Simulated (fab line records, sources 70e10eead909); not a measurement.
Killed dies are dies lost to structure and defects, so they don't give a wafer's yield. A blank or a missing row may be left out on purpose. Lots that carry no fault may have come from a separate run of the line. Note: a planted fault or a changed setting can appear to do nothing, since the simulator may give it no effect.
Chamber matching || flow nand harc || 4 sister chambers for NHARC_A_BLC_CMP_25 on cmp-01
The step polishes, t overpolish 30 s, target thk 150 nm. 8 wafers are shown with their chamber, then 8 later ones without.

== WAFERS PAIRED WITH THEIR CHAMBERS ==
{"wafer": "L081.4", "chamber": 0, "motor current A (A)": 10.9, "time to endpoint s (s)": 27.2}
{"wafer": "L081.6", "chamber": 2, "motor current A (A)": 12.6, "time to endpoint s (s)": 29.2}
{"wafer": "L082.6", "chamber": 0, "motor current A (A)": 11.4, "time to endpoint s (s)": 26.8}
{"wafer": "L085.1", "chamber": 3, "motor current A (A)": 12.3, "time to endpoint s (s)": 31.6}
{"wafer": "L085.6", "chamber": 2, "motor current A (A)": 12.7, "time to endpoint s (s)": 27.1}
{"wafer": "L084.3", "chamber": 3, "motor current A (A)": 13.4, "time to endpoint s (s)": 27.5}
{"wafer": "L084.6", "chamber": 1, "motor current A (A)": 11.1, "time to endpoint s (s)": 32.0}
{"wafer": "L092.1", "chamber": 1, "motor current A (A)": 11.2, "time to endpoint s (s)": 31.9}

== WAFERS WITHOUT THEIR CHAMBER ==
{"wafer": "L092.5", "motor current A (A)": 12.6, "time to endpoint s (s)": 27.0}
{"wafer": "L092.6", "motor current A (A)": 11.1, "time to endpoint s (s)": 30.6}
{"wafer": "L095.3", "motor current A (A)": 10.8, "time to endpoint s (s)": 26.2}
{"wafer": "L095.4", "motor current A (A)": 10.8, "time to endpoint s (s)": 29.7}
{"wafer": "L095.6", "motor current A (A)": 10.8, "time to endpoint s (s)": 25.7}
{"wafer": "L097.1", "motor current A (A)": 13.4, "time to endpoint s (s)": 25.2}
{"wafer": "L097.2", "motor current A (A)": 11.4, "time to endpoint s (s)": 25.5}
{"wafer": "L097.6", "motor current A (A)": 12.7, "time to endpoint s (s)": 21.5}

== WHICH CHAMBER EACH WENT THROUGH ==
{"wafer": "L092.5", "from the rows above": "can't be placed: 2 or 3", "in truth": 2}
{"wafer": "L092.6", "from the rows above": "can't be placed: 1 or 0", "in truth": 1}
{"wafer": "L095.3", "from the rows above": 0, "in truth": 0}
{"wafer": "L095.4", "from the rows above": "can't be placed: 1 or 0", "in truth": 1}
{"wafer": "L095.6", "from the rows above": 0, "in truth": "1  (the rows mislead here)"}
{"wafer": "L097.1", "from the rows above": "can't be placed: 2 or 3", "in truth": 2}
{"wafer": "L097.2", "from the rows above": 0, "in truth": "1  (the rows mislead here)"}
{"wafer": "L097.6", "from the rows above": "can't be placed: 2 or 0 or 3", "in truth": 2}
1 of 8 placed correctly. Cannot be placed on the basis of these rows: 5; the candidates contain the true chamber in 5. 2 placed wrongly.
How it was worked out, from the rows above alone: a wafer's distance from a chamber is the root of the sum, over the readings, of the square of ((its reading less the chamber's mean) divided by the reading's scatter). If the next closest chamber is less than 2 further off than the closest, the wafer can't be placed; otherwise it belongs to the closest. Each chamber's mean is taken over the wafers shown for it. How the scatter is found: for the shown wafers, subtract from each reading the mean of its chamber, square and add these, divide the total by (wafers less chambers), then take the root.
